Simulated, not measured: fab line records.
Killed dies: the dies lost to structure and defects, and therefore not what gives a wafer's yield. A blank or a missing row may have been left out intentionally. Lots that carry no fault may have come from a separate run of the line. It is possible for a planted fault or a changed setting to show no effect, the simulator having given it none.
A struck lot beside a sound one	flow n5-finfet	36 steps out of a route of 1938
Sound: the wafers L799.3, L799.4, L799.6. Wafers struck: L789.2, L789.3, L789.5. The cause is given at the end.
Per side, at each step with rows, come the tool, then ch with its chambers, and then its first start. Under that, the readings that differ: sound wafers	struck wafers	difference of the means	sigmas: that difference in standard deviations of wafers without a fault.
alike: words and numbers the same on both sides, and readings whose means are apart by under 2 such deviations; not compared: readings that were withheld, readings missing a value for some wafer, numbers with overlapping values and no deviation given by the record, and bounds like >300 which may hide the same value.
The two part at a step that has a row with sigmas, a row that says differs or no value, or rows on one side only. Numbers that don't overlap but have no deviation are shown without sigmas and don't part them. A reading that every wafer of one side lacks parts them only if that side has two wafers or more.

first, 10 steps without rows for these wafers: N5_MOL_CONTACT_COAG_ETCH_48 (etches SiOC in C4F6/O2, target depth 15 nm, overetch 4.5 nm, time 17 s); N5_MOL_CONTACT_COAG_STRIP_72 (strips in N2/H2); N5_MOL_CONTACT_COAG_STRIP_49 (strips in N2/H2, time 30 s); N5_MOL_CONTACT_COAG_PRECLEAN_138 (cleans in alkaline clean, time 60 s); N5_MOL_CONTACT_COAG_SRD_139 (time 30 s); N5_MOL_CONTACT_COAG_PRE_CLEAN_121; N5_MOL_CONTACT_COAG_CVD_140 (deposits W, target thk 66.5 nm, time 215 s); N5_MOL_CONTACT_COAG_PRECLEAN_127 (cleans in DIW, time 57.5 s); N5_MOL_CONTACT_COAG_SRD_128 (dry time 32 s); N5_MOL_CONTACT_COAG_CMP_52 (polishes, stops on SiO2, t overpolish 1.5 s, target thk 66.5 nm).
N5_MOL_CONTACT_COAG_ANNEAL_112: time 1800 s.
  struck on hp-anneal-01, day 7 22:58; sound on hp-anneal-01 ch 0, day 10 09:20
  no value came back on the struck wafers for pressure-atm, spike-tc-bottom-C (C), wafer_temp_C_max, zone-power-top-pct (%); on the sound wafers pressure-atm reads 10.004 9.984 10.015
then, 23 steps without rows for these wafers: N5_BEOL_M0_SAQP_PECVD_00 (deposits SiCN from 3MS/NH3, target thk 8 nm, time 14 s); N5_BEOL_M0_SAQP_ILD_DEP_01 (deposits SiOC from DEMS/O2, target thk 45.419 nm, time 8.7 s); N5_BEOL_M0_SAQP_HM_DEP_02 (deposits TiN, target thk 12 nm); N5_BEOL_M0_SAQP_PECVD_03 (deposits SiCN from 3MS/NH3, target thk 12 nm, time 21.1 s); N5_BEOL_M0_SAQP_PECVD_96 (deposits a-Si from SiH4/He, target thk 45 nm, time 45.2 s); N5_BEOL_M0_SAQP_PECVD_97 (deposits SiNx from SiH4/NH3/N2, target thk 23 nm, time 19.9 s); N5_BEOL_M0_SAQP_PECVD_04 (deposits a-Si from SiH4/He, target thk 60 nm, time 60.2 s); N5_BEOL_M0_SAQP_HM_DEP_111 (deposits SiO2 from SiH4/N2O, target thk 12 nm, time 7.2 s); N5_BEOL_M0_SAQP_COAT_81 (time 60 s, resist thk 100 nm); N5_BEOL_M0_SAQP_COAT_82 (time 60 s, resist thk 30 nm); N5_BEOL_M0_SAQP_COAT_08 (resist thk 90 nm); N5_BEOL_M0_SAQP_EBR_10; N5_BEOL_M0_SAQP_SOFTBAKE_09 (time 60 s); N5_BEOL_M0_SAQP_EXPOSE_11 (exposes mask M0 CORE, target cd 42 nm); N5_BEOL_M0_SAQP_PEB_12 (peb time 60 s); N5_BEOL_M0_SAQP_DEVELOP_13 (develop time 30 s); N5_BEOL_M0_SAQP_DESCUM_19 (chemistry O2, time 7.9 s); N5_BEOL_M0_SAQP_ETCH_83 (etches SiARC in CF4, target depth 39 nm, time 65 s); N5_BEOL_M0_SAQP_ETCH_84 (etches SOC in N2/H2, target depth 100 nm, overetch 20 nm, time 150 s); N5_BEOL_M0_SAQP_STRIP_80 (strips in N2/H2); N5_BEOL_M0_SAQP_HM_OPEN_112 (chemistry CHF3/O2, target SiO2, stops on a-Si, target depth 12 nm, time 13.5 s); N5_BEOL_M0_SAQP_STRIP_113 (strips in CHF3/O2); N5_BEOL_M0_SAQP_MANDREL_ETCH_20 (etches a-Si in HBr/Cl2, stops on SiNx, target depth 60 nm, bt time 10 s, time 30 s).
-- record jumps: 5 days separate the struck wafers' starts on either side; left off in module BEOL_M0_SAQP, taken up again in module BEOL_M4, whose first shown step is the route's number 1111 --
N5_BEOL_M4_RC_MEAS_101:
  sound on prober-01 ch 0, day 15 03:02; struck on prober-02 ch 0, day 12 12:58
reading	sound	struck	difference	sigmas
IOFF_N_LONG (nA/um)	5.51e-05 5.59e-05 5.63e-05	7.56e-05 7.81e-05 7.51e-05	+2.05e-05	+10
IOFF_P_LIN (nA/um)	0.088 0.083 0.072	0.050 0.049 0.066	-0.026	-2
IOFF_P_LONG (nA/um)	9.2e-05 9.1e-05 9.4e-05	0.000148 0.000143 0.00014	+0.000051	+6
ION_N (uA/um)	660 669 646	607 625 627	-39	-4
ION_P (uA/um)	446 450 443	384 387 389	-60	-8
SS_N (mV/dec)	72.2 71.7 71.0	73.6 74.5 74.7	+2.6	+4
SS_P (mV/dec)	73.2 72.8 71.7	79.5 80.4 80.1	+7.4	+12
VT_N (mV)	248 251 253	269 270 266	+18	+6
VT_N_LONG (mV)	276.7 274.5 276.3	295.4 294.2 293.6	+18.6	+9
VT_N_LVT (mV)	95 98 101	119 118 113	+19	+6
VT_P (mV)	-255 -254 -257	-290 -290 -283	-32	-10
VT_P_LONG (mV)	-277.6 -277.1 -281.2	-312.9 -313.7 -311.8	-34.2	-13
VT_P_LVT (mV)	-101.8 -102.2 -104.6	-138.2 -137.9 -132.5	-33.3	-14
  alike: DIBL_N, DIBL_P, IOFF_N, IOFF_P, IOFF_P_85C
-- a jump in the record: the struck wafers' starts before and after are 4 days apart (it breaks off in module BEOL_M4 and resumes in module PASSIVATION, where the first step shown is number 1936 of the route) --
N5_PASSIVATION_PROBE_49:
  record: rows for the struck wafers here (prober-01, day 16 15:55), none for the sound ones

== WHERE THEY PART ==
First at N5_MOL_CONTACT_COAG_ANNEAL_112; last, within this record, at N5_PASSIVATION_PROBE_49.

WHY: what had been put in by the simulator
Beginning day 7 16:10, the whole step at N5_MOL_CONTACT_COAG_ANNEAL_112 was skipped on hp-anneal-01. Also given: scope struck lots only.
